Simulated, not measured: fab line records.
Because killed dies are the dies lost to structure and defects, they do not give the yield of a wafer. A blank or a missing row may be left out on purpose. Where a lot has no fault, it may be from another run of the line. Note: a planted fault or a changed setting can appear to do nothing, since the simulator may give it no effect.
Split-lot study    flow n5-finfet    39 wafers read from 7 lots, route of 1938 steps

THE SPLIT ITSELF
At N5_DUMMY_GATE_ETCH_37 (etches SOC in N2/H2, target depth 60 nm, overetch 30 nm), the setting source-w was moved away from the recipe's 840 W on 15 of the 39 wafers read, by -15.5% to +14.4%. For the rest of the wafers, this setting stayed at what the recipe calls for.

The reading comes from the split's own step.

THE READING
rf-vpp-V, in V, at N5_DUMMY_GATE_ETCH_37 (etches SOC in N2/H2, target depth 60 nm, overetch 30 nm). Typical for fault-free wafers on this fab line: 524.2 V, with standard deviation 1.9 V.

wafer   tool, chamber at the split  source-w as run, W  against the recipe  rf-vpp-V, V  against lot-mates on the recipe
L074.1  rie-diel-03, 0              958                 +14.0%              497.9        -26.6
L074.2  rie-diel-03, 3              958                 +14.0%              504.9        -19.6
L074.3  rie-diel-03, 1              840                 recipe              524.3        -
L074.4  rie-diel-03, 2              958                 +14.0%              503.1        -21.4
L074.5  rie-diel-03, 2              840                 recipe              524.0        -
L074.6  rie-diel-03, 3              840                 recipe              525.2        -
L078.1  rie-diel-06, 0              840                 recipe              526.7        -
L078.2  rie-diel-06, 1              916.4               +9.1%               508.9        -15.8
L078.3  rie-diel-06, 2              840                 recipe              524.3        -
L078.4  rie-diel-06, 3              840                 recipe              523.1        -
L078.5  rie-diel-06, 2              916.4               +9.1%               509.1        -15.6
L078.6  rie-diel-06, 3              916.4               +9.1%               507.5        -17.2
L081.1  rie-diel-06, 3              722.7               -14.0%              548.7        +24.6
L081.2  rie-diel-06, 1              722.7               -14.0%              553.1        +29.0
L081.3  rie-diel-06, 0              840                 recipe              526.9        -
L081.4  rie-diel-06, 2              840                 recipe              522.5        -
L081.5  rie-diel-06, 3              840                 recipe              522.9        -
L081.6  rie-diel-06, 2              722.7               -14.0%              550.4        +26.3
L087.1  rie-diel-03, 0              960.6               +14.4%              496.9        -26.6
L087.2  rie-diel-03, 3              960.6               +14.4%              501.8        -21.7
L087.3  rie-diel-03, 1              960.6               +14.4%              500.3        -23.2
L087.4  rie-diel-03, 2              840                 recipe              524.4        -
L087.5  rie-diel-03, 3              840                 recipe              524.9        -
L087.6  rie-diel-03, 0              840                 recipe              521.1        -
L090.1  rie-diel-03, 3              840                 recipe              526.9        -
L090.2  rie-diel-03, 2              840                 recipe              525.1        -
L090.3  rie-diel-03, 1              840                 recipe              523.7        -
L090.4  rie-diel-03, 0              840                 recipe              520.0        -
L090.5  rie-diel-03, 0              840                 recipe              520.8        -
L090.6  rie-diel-03, 3              840                 recipe              525.7        -
L091.1  rie-diel-03, 3              709.9               -15.5%              556.1        +33.5
L091.2  rie-diel-03, 1              840                 recipe              523.7        -
L091.3  rie-diel-03, 0              840                 recipe              519.3        -
L091.4  rie-diel-03, 2              709.9               -15.5%              555.4        +32.8
L091.5  rie-diel-03, 1              709.9               -15.5%              554.4        +31.8
L091.6  rie-diel-03, 2              840                 recipe              524.7        -
L097.1  rie-diel-02, 1              840                 recipe              528.7        -
L097.2  rie-diel-02, 2              840                 recipe              522.9        -
L097.4  rie-diel-02, 3              840                 recipe              523.0        -

THE FIT
A straight line over all 39 wafers: rf-vpp-V changes by -1.81 V for each +1% of source-w; r = -0.99; the points scatter about the line by 2.5 V.
The same after taking each lot's own level away (the mean of its wafers on the recipe; 39 wafers): -1.84 V for each +1%; r = -0.99; scatter 2.5 V.
That fit puts the effect of the largest move of source-w on the reading at 28 V.
Measured against the standard deviation above, the lots' own levels, which go from 522.57 to 524.87 V, span 1.2 times it.
The two slopes agree, so the slope changes little with the lot-to-lot level.
Check: for one of the wafers moved furthest among these (-15.5%), held out of the fit, the line's prediction against its lot-mates is +28.8 V. It came out at +33.5 V against them.
Tool readings at the split's step, against how far the setting was moved: rf-vpp-V r = -0.99.

THE FILE'S OWN FIT
rf-vpp-V changes by -1.83 V for each +1% of source-w, r = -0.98.
